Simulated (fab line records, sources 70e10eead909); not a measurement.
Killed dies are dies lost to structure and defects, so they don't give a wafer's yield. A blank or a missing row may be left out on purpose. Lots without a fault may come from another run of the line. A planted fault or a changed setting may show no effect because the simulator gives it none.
Which tool did it? | flow nand_harc | 11 lots, 33 wafers sampled, at 2 steps of a route of 1159

WHAT THE GAUGES READ, wafer by wafer
NHARC_P_CONTACT_OVL_MEAS_13.
lot  | measured     | on         | overlay_x_nm (nm)
L473 | day 5 15:01  | overlay-01 | 0.1 0.3 0.0
L475 | day 5 22:31  | overlay-01 | 0.4 0.6 0.4
L474 | day 5 22:44  | overlay-02 | 0.1 0.5 0.2
L478 | day 7 01:25  | overlay-02 | -1.4 -1.1 -0.9
L479 | day 7 02:16  | overlay-01 | 0.8 0.1 0.6
L480 | day 7 08:50  | overlay-01 | -0.4 -0.4 0.2
L485 | day 9 03:29  | overlay-02 | -0.5 -0.1 -0.7
L490 | day 9 15:03  | overlay-02 | 1.2 1.3 0.8
L492 | day 10 09:49 | overlay-01 | 0.7 0.1 0.2
L495 | day 11 04:29 | overlay-01 | 0.0 0.0 -0.1
L496 | day 11 13:34 | overlay-02 | -0.7 -1.0 -0.9

WHICH TOOL RAN EACH LOT (tool, then ch and the chambers of the sampled wafers, then the start)
lot  | NHARC_P_CONTACT_DEP_00
L473 | pecvd-01 ch 0,1, day 5 15:01 or earlier
L475 | pecvd-02 ch 1,2, day 5 22:31 or earlier
L474 | pecvd-01 ch 0,1,2, day 5 22:44 or earlier
L478 | pecvd-03 ch 0,2, day 7 01:25 or earlier
L479 | pecvd-03 ch 0,1,2, day 7 02:16 or earlier
L480 | pecvd-03 ch 0,2, day 7 08:50 or earlier
L485 | pecvd-01 ch 0,2, day 9 03:29 or earlier
L490 | pecvd-01 ch 0,1, day 9 15:03 or earlier
L492 | pecvd-01 ch 1,2, day 10 09:49 or earlier
L495 | pecvd-03 ch 0,1,2, day 11 04:29 or earlier
L496 | pecvd-02 ch 1,2, day 11 13:34 or earlier
- NHARC_P_CONTACT_DEP_00: deposits SiO2, target thk 500 nm.

THE ANSWER, worked out from the rows above alone
Rule: what is usual is taken from the lots themselves. Put in order of their means at a reading, lots are off if they are a third of the lots or fewer, leave a main group of 4 or more, and stand apart from it by a gap of 3 or more times the standard deviation of the main group's means; of several such gaps the widest counts. A main group whose means are all the same, to the digits that the tables above print for the reading, isn't used. A lot without any number at a reading at which 4 lots or more have one is off too. The other lots that the step has rows for count as sound.
No lot is off at any reading shown: from this, nothing can be told.

WHAT THE SIMULATOR HAD PUT IN
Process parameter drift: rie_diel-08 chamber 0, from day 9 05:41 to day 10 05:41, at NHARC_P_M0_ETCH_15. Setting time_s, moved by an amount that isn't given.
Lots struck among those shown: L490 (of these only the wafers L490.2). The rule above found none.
